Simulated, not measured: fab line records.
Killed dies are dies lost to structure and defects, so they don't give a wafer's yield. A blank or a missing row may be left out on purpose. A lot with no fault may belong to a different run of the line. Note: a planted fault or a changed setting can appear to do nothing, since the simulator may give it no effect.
A lot that was struck, set against a sound lot	flow n5 finfet	14 out of 1938 route steps
Sound: these wafers, L993.1, L993.2, L993.4. Struck: wafer L100.6. (L100.4 of the same lot was not struck and is left out.) The cause comes at the end.
For every step that has rows: the tool of each side, followed by ch and its chambers, followed by its first start. Under that, the readings that differ: sound wafers	struck wafers	difference of the means	sigmas: that difference in standard deviations of wafers without a fault.
alike: words and numbers the same on both sides, and readings whose means are apart by under 2 such deviations; not compared: readings that were withheld, readings missing a value for some wafer, numbers with overlapping values and no deviation given by the record, and bounds like >300 which may hide the same value.
The two part at a step that has a row with sigmas, a row that says differs or no value, or rows on one side only. Numbers that have no deviation but don't overlap get no sigmas and don't part them. A reading that every wafer of one side lacks parts them only if that side has two wafers or more.

first, 7 steps without rows for these wafers: N5_BEOL_M11_COAT_64 (time 60 s, resist thk 30 nm); N5_BEOL_M11_COAT_22 (resist thk 90 nm); N5_BEOL_M11_EBR_24; N5_BEOL_M11_SOFTBAKE_23 (time 60 s); N5_BEOL_M11_EXPOSE_25 (exposes mask V10); N5_BEOL_M11_PEB_26 (peb time 60 s); N5_BEOL_M11_DEVELOP_27 (develop time 30 s).
N5_BEOL_M11_CD_MEAS_28 targets a cd of 70 nm.
  sound on cd sem-03 ch 0, day 13 07:30; struck on cd sem-03 ch 0, day 15 01:29
  alike: cd nm
N5_BEOL_M11_OVL_MEAS_29:
  sound on overlay-01 ch 0, day 13 07:34; struck on overlay-01 ch 0, day 15 01:31
  alike: V10_OVL
N5_BEOL_M11_INSPECT_30: inspects for defects (brightfield).
  sound on defect inspect-01 at day 13 07:36; struck on defect inspect-02 at day 15 01:32
  alike: raw defect count
N5_BEOL_M11_DESCUM_33: chemistry O2, time 7.9 s.
  sound on rie diel-04 ch 0,2,3, day 13 07:40; struck on rie diel-04 ch 0, day 15 01:34
  alike: drypump motor current A, oes product au, rf vpp V, showerhead plenum p Torr, throttle valve pct
  not compared: rf hours counter h
N5_BEOL_M11_ETCH_65: etches SiARC in CF4, target depth 39 nm, time 65 s.
  sound on rie diel-04 ch 0,2,3, day 13 07:43; struck on rie diel-04 ch 0, day 15 01:37
  alike: drypump motor current A, etch rf on time s, oes product au, rf vpp V, showerhead plenum p Torr, throttle valve pct
  not compared: rf hours counter h
N5_BEOL_M11_ETCH_66: etches SOC in N2/H2, target depth 120 nm, overetch 24 nm, time 180 s.
  sound on rie diel-04 ch 0,2,3, day 13 07:46; struck on rie diel-04 ch 0, day 15 01:40
reading	sound	struck	difference	sigmas
model.SiARC_of_BEOL_M11_COAT_64.thk nm (nm)	22.6 22.6 22.6	20.2	-2.4	
  alike: drypump motor current A, oes product au, rf vpp V, showerhead plenum p Torr, throttle valve pct
  not compared: rf hours counter h
then, 1 step without rows for these wafers: N5_BEOL_M11_STRIP_69 (strips in N2/H2).

## WHERE THEY PART
Nowhere in this record.

WHY: what the simulator had put in
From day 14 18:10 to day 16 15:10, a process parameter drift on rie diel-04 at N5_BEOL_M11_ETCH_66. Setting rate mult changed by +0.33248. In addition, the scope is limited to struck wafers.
